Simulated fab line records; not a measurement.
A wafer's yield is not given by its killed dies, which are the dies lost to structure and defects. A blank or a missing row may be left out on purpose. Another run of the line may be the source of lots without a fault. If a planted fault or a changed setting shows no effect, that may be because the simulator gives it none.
Code-filled problem report in 8D (eight disciplines) form	flow n5 finfet	the parts of the form that need people (team, actions taken, sign-off) are left out

## 1. THE ISSUE
Mean of run length s at N5_MOL_CONTACT_COAG_ETCHBACK_135: 41.6 s across 2 wafers in 2 lots; on wafers with no fault it is 40.1 s (standard deviation 0.36). Measured from the usual mean, that is +4.2 standard deviations.
The step: etches SiO2 in CHF3, target depth 25 nm, time 16.7 s.
The first sign was on wafer L238.1 at day 9 06:56, on rie diel-01. The record holds 16 wafers of 6 lots with a number at this step. By rule, "out" or "out of limits" means more than 4 standard deviations away from the usual mean. All remaining wafers that have a number are taken as sound.

## 2. WHAT IT IS, AND WHAT IT ISN'T
question	is	is not
which readings at this step	run length s	drypump motor current A, oes product au, rf vpp V, showerhead plenum p Torr, throttle valve pct
which lots	L238, L240	L229, L233, L242, L244
which wafers of those lots	L238.1, L240.1	L238.5, L240.4
read on which tools	rie diel-01	rie diel-06
when	from day 9 06:56	up to then (7 sound wafers); but 7 sound wafers of L240, L242, L244 came after

## 3. WHAT RULES OUT EACH SUSPECT
Counting: a tool at a process step up to the reading stays a suspect if it ran every lot that is out. Sound lots after the first of them don't rule it out here, since some wafers of a struck lot are sound.
- rie diel-01 at N5_MOL_CONTACT_COAG_DESCUM_88 (chemistry O2, time 7 s): kept. It ran every lot that is out, first L238 (day 9 06:29).
- rie diel-01 at N5_MOL_CONTACT_COAG_ETCH_89 (etches underlayer in N2/H2, target depth 13 nm, time 10.4 s): kept. It ran every lot that is out, first L238 (day 9 06:31).
- rie diel-01 at N5_MOL_CONTACT_COAG_ETCH_90 (etches SiARC in CF4, target depth 13 nm, time 21.7 s): kept. It ran every lot that is out, first L238 (day 9 06:32).
- ald sin-01 at N5_MOL_CONTACT_COAG_ALD_131 (deposits SiO2, target thk 5 nm, pulse time 1 s, co reactant pulse time 1 s): kept. Every lot that is out went through it, the first being L238 (day 9 06:37); the last sound lot it ran before that was L229 (day 7 05:49).
- rie diel-01 at N5_MOL_CONTACT_COAG_ETCH_91 (etches SOC in N2/H2, target depth 60 nm, overetch 21 nm, time 101.2 s): kept. Every lot that is out went through it, the first being L238 (day 9 06:50); the last sound lot it ran before that was L233 (day 8 02:43).
- rie diel-01 at N5_MOL_CONTACT_COAG_ETCHBACK_135 (etches SiO2 in CHF3, target depth 25 nm, time 16.7 s): kept. Every lot that is out went through it, the first being L238 (day 9 06:56); the last sound lot it ran before that was L233 (day 8 02:48). On those wafers its own readings are out: run length s.
Left after counting: rie diel-01 at N5_MOL_CONTACT_COAG_DESCUM_88, rie diel-01 at N5_MOL_CONTACT_COAG_ETCH_89, rie diel-01 at N5_MOL_CONTACT_COAG_ETCH_90, ald sin-01 at N5_MOL_CONTACT_COAG_ALD_131, rie diel-01 at N5_MOL_CONTACT_COAG_ETCH_91, rie diel-01 at N5_MOL_CONTACT_COAG_ETCHBACK_135.

## 4. THE CAUSE (what the simulator had put in)
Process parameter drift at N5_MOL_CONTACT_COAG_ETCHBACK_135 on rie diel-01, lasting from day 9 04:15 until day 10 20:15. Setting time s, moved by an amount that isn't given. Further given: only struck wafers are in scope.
Of the 6 suspects that counting leaves, this tool is one.

## 5. THE CHAIN OF EFFECTS, in route order
Each row: a reading whose mean over the struck wafers that have a number lies more than 3 standard deviations from the usual. Readings are gone through only where the record gives a usual standard deviation; hours: the median, over the lots, of the time from a lot's start at the first step in this table giving one to that lot's start at this step; sigmas: the change measured in usual standard deviations.
hours	step	reading	usual	on struck wafers	change	sigmas
0	N5_MOL_CONTACT_COAG_ETCHBACK_135	run length s	40.1 s	41.6	+1.5	+4.2
It contains these process steps:
- N5_MOL_CONTACT_COAG_ETCHBACK_135: etches SiO2 in CHF3, target depth 25 nm, time 16.7 s.
Later measuring or inspecting steps at which every struck wafer that the step has a row for has a number for every such reading, and none has moved that far: N5_BEOL_M4_RC_MEAS_101.

## 6. WHAT WOULD HAVE CAUGHT IT SOONER
In this record the first reading out of limits was taken at day 9 06:56, 3 hours after the fault began at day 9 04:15.
